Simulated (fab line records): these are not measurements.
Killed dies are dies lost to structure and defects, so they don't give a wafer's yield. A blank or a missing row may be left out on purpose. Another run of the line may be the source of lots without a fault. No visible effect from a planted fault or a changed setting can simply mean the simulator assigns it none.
One fault seen from 2 desks ; flow n5-finfet ; every desk sees just its own numbers, and what lay behind them comes last
Where a reading is given only as a bound, like >300, the bound stands for it, and a mean or a difference that rests on one is marked > or <: the true number lies beyond.

== THE DEFECT DESK ==
Counts from the inspections along the route, per lot, as means over the sampled wafers that have a number. Any lot whose mean is over 4 standard deviations away from the usual mean is out of limits and marked OUT; that distance is given in the brackets.
Columns: A = raw-defect-count at N5_PASSIVATION_INSPECT_61, usual 1.9
lot;first seen here;A
L285;day 11 23:23;1.7
L286;day 12 00:44;1.5
L287;day 12 04:12;3.3
L292;day 13 14:22;2.3
L293;day 14 16:13;>300 (+99 or more) OUT
L297;day 15 04:01;>300 (+99 or more) OUT
L299;day 15 14:33;2.7
L306;day 17 12:38;1.0
L304;day 17 12:41;2.0
L305;day 17 13:29;3.3
L308;day 17 18:53;4.3
This desk's verdict: out of limits on L293, L297, starting with L293 at day 14 16:13 (raw-defect-count at N5_PASSIVATION_INSPECT_61). L285, L286, L287, L292, L299, L306, L304, L305, L308: within limits.

== THE TOOL OWNER'S DESK: pecvd-04 ==
The tool's own readings at N5_PASSIVATION_PECVD_55 (deposits SiO2 from SiH4/N2O, target thk 400 nm, time 22.5 s): means of the sampled wafers that have a number, for each lot that ran on this tool. Any lot whose mean is over 4 standard deviations away from the usual mean is out of limits and marked OUT; that distance is given in the brackets.
Columns: A = chamber-pressure-Torr at N5_PASSIVATION_PECVD_55, usual 2.699 Torr; B = heater-power-w at N5_PASSIVATION_PECVD_55, usual 637 W; C = showerhead-plenum-p-Torr at N5_PASSIVATION_PECVD_55, usual 8.11 Torr; D = susceptor-temp-C at N5_PASSIVATION_PECVD_55, usual 400.01 C; E = throttle-valve-pct at N5_PASSIVATION_PECVD_55, usual 51.7 %
lot;first seen here;A;B;C;D;E
L292;day 13 12:17;2.699;709;8.14;400.05;50.1
L293;day 14 13:25;2.698;640;8.11;400.09;52.2
L297;day 15 03:21;2.695;702;8.10;400.08;48.6
L306;day 17 09:29;2.704;687;8.20;400.00;50.1
L305;day 17 12:50;2.694;717;8.16;400.35;48.7
L308;day 17 16:15;2.696;719;8.09;400.02;49.0
This desk's verdict: no lot among the 6 shows anything out of limits.

== ALL TOGETHER ==
The defect desk could have raised an alarm at day 14 16:13, on L293, L297.
The tool owner's desk saw nothing out of limits.
Tool owner's desk: L293, L297 on record, inside its limits.
Every lot named ran N5_PASSIVATION_PECVD_55 on pecvd-04.

== WHAT THE SIMULATOR PUT IN ==
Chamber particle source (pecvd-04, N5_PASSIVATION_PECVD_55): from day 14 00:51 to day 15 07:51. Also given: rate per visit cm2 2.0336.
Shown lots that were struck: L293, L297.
Hours from the fault's start to each desk's first reading out of limits: the defect desk, 15.
